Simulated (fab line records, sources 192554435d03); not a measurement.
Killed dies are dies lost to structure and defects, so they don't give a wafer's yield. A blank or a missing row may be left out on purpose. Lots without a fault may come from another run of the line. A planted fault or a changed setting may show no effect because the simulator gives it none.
Which tool did it? | flow n5_finfet | 11 lots, 32 wafers sampled, at 1 step of a route of 1938

WHAT THE GAUGES READ, wafer by wafer
N5_BEOL_M12_OVL_MEAS_29.
lot  | measured     | on         | M12_OVL (nm)
L180 | day 13 23:02 | overlay-01 | -8 1 -5
L183 | day 14 14:12 | overlay-02 | 7 4 4
L181 | day 14 20:36 | overlay-01 | 5 -1
L182 | day 15 00:20 | overlay-01 | 10 1 9
L184 | day 15 08:34 | overlay-01 | 5 3 1
L186 | day 15 20:34 | overlay-01 | 0 4 10
L188 | day 16 00:43 | overlay-01 | -6 -2 -7
L193 | day 18 19:46 | overlay-02 | 3 4 7
L194 | day 18 20:08 | overlay-02 | 6 -4 -2
L200 | day 19 06:37 | overlay-02 | -5 -1 -4
L199 | day 20 00:04 | overlay-02 | 4 -1 3

WHICH TOOL RAN EACH LOT (tool, then ch and the chambers of the sampled wafers, then the start)
The record holds no process step before these readings.

THE ANSWER, worked out from the rows above alone
Rule: what is usual is taken from the lots themselves. Put in order of their means at a reading, lots are off if they are a third of the lots or fewer, leave a main group of 4 or more, and stand apart from it by a gap of 3 or more times the standard deviation of the main group's means; of several such gaps the widest counts. A main group whose means are all the same, to the digits that the tables above print for the reading, isn't used. A lot without any number at a reading at which 4 lots or more have one is off too. The other lots that the step has rows for count as sound.
No lot is off at any reading shown: from this, nothing can be told.

WHAT THE SIMULATOR HAD PUT IN
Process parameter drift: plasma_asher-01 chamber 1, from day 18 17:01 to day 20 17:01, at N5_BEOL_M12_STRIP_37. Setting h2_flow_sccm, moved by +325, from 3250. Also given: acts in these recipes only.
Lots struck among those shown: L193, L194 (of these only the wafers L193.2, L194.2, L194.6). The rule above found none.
